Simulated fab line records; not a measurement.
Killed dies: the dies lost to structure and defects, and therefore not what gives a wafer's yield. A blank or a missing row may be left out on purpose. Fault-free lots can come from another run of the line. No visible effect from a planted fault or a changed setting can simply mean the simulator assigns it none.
3 desks looking at one fault + flow nand harc + only its own numbers are on each desk; what lay behind them is given at the end

== AT THE METROLOGY DESK ==
What the gauges read for every lot (on any tool): the sampled wafers with a number, averaged. Marked OUT: a lot whose mean sits more than 4 standard deviations from the usual mean, which makes it out of limits; the brackets give that distance.
Columns: A = cd nm at NHARC_P_GATE_CD_MEAS_33, usual 119.6 nm
| lot  | first seen here | A     |
|------|-----------------|-------|
| L824 | day 4 20:44     | 120.3 |
| L826 | day 5 03:27     | 121.6 |
| L827 | day 5 11:31     | 119.3 |
| L830 | day 6 08:08     | 119.9 |
| L834 | day 7 08:04     | 119.7 |
| L835 | day 7 12:47     | 118.8 |
| L836 | day 7 22:00     | 120.3 |
| L838 | day 7 22:17     | 120.4 |
| L837 | day 8 02:50     | 119.1 |
| L843 | day 9 07:32     | 120.3 |
| L844 | day 9 18:53     | 118.2 |
| L846 | day 10 11:07    | 121.0 |
| L847 | day 10 11:16    | 117.0 |
This desk found nothing out of limits on any of the 13 lots.

== THE DEFECT DESK ==
Lot by lot, what the route's inspections counted, given as the mean of those sampled wafers with a number. Marked OUT: a lot whose mean sits more than 4 standard deviations from the usual mean, which makes it out of limits; the brackets give that distance.
Columns: A = raw defect count at NHARC_P_STI_INSPECT_11, usual 6
| lot  | first seen here | A  |
|------|-----------------|----|
| L824 | day 2 16:33     | 3  |
| L826 | day 2 23:01     | 8  |
| L827 | day 3 07:40     | 15 |
| L830 | day 3 23:05     | 4  |
| L834 | day 4 22:53     | 8  |
| L835 | day 5 04:46     | 4  |
| L836 | day 5 10:58     | 5  |
| L838 | day 5 19:39     | 10 |
| L837 | day 5 19:49     | 4  |
| L843 | day 7 05:27     | 4  |
| L844 | day 7 14:02     | 5  |
| L846 | day 8 06:29     | 6  |
| L847 | day 8 06:32     | 8  |
This desk found nothing out of limits on any of the 13 lots.

== TOOL OWNER'S DESK, litho track-04 ==
Per lot that ran on this tool, the mean of the sampled wafers carrying a number, from the tool's own readings at NHARC_P_GATE_SOFTBAKE_21 (time 55 s). Marked OUT: a lot whose mean sits more than 4 standard deviations from the usual mean, which makes it out of limits; the brackets give that distance.
Columns: A = heater power total W at NHARC_P_GATE_SOFTBAKE_21, usual 188.45 W; B = plate temp C at NHARC_P_GATE_SOFTBAKE_21, usual 105.00 C; C = resist line temp C at NHARC_P_GATE_SOFTBAKE_21, usual 22.98 C
| lot  | first seen here | A                | B      | C     |
|------|-----------------|------------------|--------|-------|
| L824 | day 4 19:00     | 188.36           | 104.97 | 22.92 |
| L830 | day 6 06:00     | 188.46           | 105.11 | 22.97 |
| L834 | day 7 06:00     | 196.33 (+66) OUT | 104.91 | 23.08 |
| L836 | day 7 20:00     | 196.52 (+67) OUT | 104.87 | 22.97 |
Finding of this desk: L834, L836 out of limits; the first was L834 at day 7 06:00, on heater power total W at NHARC_P_GATE_SOFTBAKE_21. L824, L830 stayed within limits.

== PUT TOGETHER ==
The tool owner's desk had the chance to raise an alarm at day 7 06:00 on L834, L836.
At the metrology desk, nothing out of limits was observed.
The defect desk saw nothing out of limits.
The metrology desk has L834, L836 on record, within its limits.
The defect desk has L834, L836 on record, within its limits.
The lots listed all ran NHARC_P_GATE_SOFTBAKE_21 on litho track-04.

== WHAT WAS PUT IN BY THE SIMULATOR ==
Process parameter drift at NHARC_P_GATE_SOFTBAKE_21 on litho track-04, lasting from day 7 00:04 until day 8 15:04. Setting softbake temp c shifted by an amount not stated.
Struck lots among those shown: L834, L836.
Delay in hours, fault start to first out-of-limits reading, by desk: the tool owner's desk at 6.
